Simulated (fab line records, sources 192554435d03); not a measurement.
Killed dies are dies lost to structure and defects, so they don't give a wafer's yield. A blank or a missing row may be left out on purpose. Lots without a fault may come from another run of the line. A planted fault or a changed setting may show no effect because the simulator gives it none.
Chamber matching | flow n5_finfet | N5_BEOL_M14_STRIP_37 on rie_diel-03: 4 sister chambers
The step strips in O2. 8 wafers are shown with their chamber, then 11 later ones without.

WAFERS WITH THEIR CHAMBER
wafer  | chamber | showerhead_plenum_p_Torr (Torr) | drypump_motor_current_A (A)
L079.3 | 1       | 2.25                            | 5.6
L079.5 | 1       | 2.25                            | 5.7
L081.4 | 0       | 2.08                            | 6.1
L081.5 | 3       | 2.13                            | 5.6
L082.1 | 2       | 2.21                            | 5.5
L082.3 | 3       | 2.12                            | 5.6
L082.4 | 0       | 2.08                            | 6.1
L086.2 | 2       | 2.20                            | 5.5

WAFERS WITHOUT THEIR CHAMBER
wafer  | showerhead_plenum_p_Torr (Torr) | drypump_motor_current_A (A)
L086.4 | 2.12                            | 5.7
L086.6 | 2.12                            | 5.6
L090.1 | 2.23                            | 5.7
L090.2 | 2.12                            | 5.7
L090.3 | 2.07                            | 6.1
L090.4 | 2.20                            | 5.5
L090.5 | 2.20                            | 5.5
L090.6 | 2.11                            | 5.6
L095.4 | 2.07                            | 6.1
L095.5 | 2.23                            | 5.7
L095.6 | 2.07                            | 6.1

WHICH CHAMBER EACH WENT THROUGH
wafer  | from the rows above | in truth
L086.4 | 3                   | 3
L086.6 | 3                   | 3
L090.1 | 1                   | 1
L090.2 | 3                   | 3
L090.3 | 0                   | 0
L090.4 | 2                   | 2
L090.5 | 2                   | 2
L090.6 | 3                   | 3
L095.4 | 0                   | 0
L095.5 | 1                   | 1
L095.6 | 0                   | 0
Placed correctly: 11 of 11. Can't be placed from these rows: 0. Placed wrongly: 0.
How it was worked out, from the rows above alone: a wafer's distance from a chamber is the root of the sum, over the readings, of the square of ((its reading less the chamber's mean) divided by the reading's scatter). The wafer belongs to the nearest chamber; if the next one is less than 2 further off, it can't be placed. A chamber's mean is the mean of its shown wafers. The scatter: the root of (the sum of the squares of (reading less its chamber's mean) over the shown wafers, divided by (wafers less chambers)).
